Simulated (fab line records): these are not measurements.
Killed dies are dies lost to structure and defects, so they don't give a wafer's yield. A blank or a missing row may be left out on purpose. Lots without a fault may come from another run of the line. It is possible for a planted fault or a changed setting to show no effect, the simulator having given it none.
Matching of chambers ; flow nandHarc ; 4 sister chambers for NHARC_A_SGD_CUT_ETCHBACK_24 on rieDiel-02
The step etches the open film in CH3F/O2, target depth 50 nm, time 92.857 s. 14 wafers are shown with their chamber, then 7 later ones without.

## WAFERS, EACH WITH ITS CHAMBER
wafer;chamber;drypumpMotorCurrentA (A);rfVppV (V);throttleValvePct (%)
L081.1;0;5.6;246.8;20.659
L081.2;1;5.0;245.1;20.653
L081.6;0;5.6;246.3;20.665
L077.1;1;4.9;243.2;20.680
L077.5;1;5.0;244.3;20.667
L077.6;0;5.6;244.5;20.663
L083.1;1;5.0;243.8;20.643
L083.3;2;5.2;244.1;20.665
L083.6;2;5.2;243.0;20.674
L085.1;2;5.3;242.8;20.677
L085.4;3;5.5;242.0;20.647
L085.6;1;4.9;243.9;20.657
L089.1;2;5.3;243.7;20.665
L089.5;2;5.3;245.6;20.666

SIGNATURES (averages over the wafers above)
reading;chamber 0;chamber 1;chamber 2;chamber 3;scatter within a chamber
drypumpMotorCurrentA;5.600;4.960;5.260;5.500;0.049
rfVppV;245.867;244.060;243.840;242.000;0.994
throttleValvePct;20.66233;20.66000;20.66940;20.64700;0.00972
Rule: for a wafer and a chamber, the distance is found by dividing, reading by reading, the gap between the wafer's reading and the chamber's mean by the reading's scatter, squaring, summing and taking the root. If the next closest chamber is less than 2 further off than the closest, the wafer can't be placed; otherwise it belongs to the closest. The scatter is the square root of a quotient: the sum, over the shown wafers, of each reading's squared deviation from its chamber's mean, divided by wafers minus chambers.

## WAFERS WHOSE CHAMBER IS MISSING
wafer;drypumpMotorCurrentA (A);rfVppV (V);throttleValvePct (%)
L089.6;5.5;240.4;20.667
L095.1;5.5;241.5;20.657
L095.2;5.3;244.3;20.668
L095.4;5.7;246.5;20.689
L097.1;5.3;244.0;20.674
L097.2;5.6;246.0;20.657
L097.4;5.0;245.1;20.661

## WHICH CHAMBER EACH ONE RAN IN
wafer;from the rows above;in truth
L089.6;3;3
L095.1;3;3
L095.2;2;2
L095.4;0;0
L097.1;2;2
L097.2;0;0
L097.4;1;1
7 of 7 placed correctly. Left unplaced by these rows: 0. Number placed wrongly: 0.
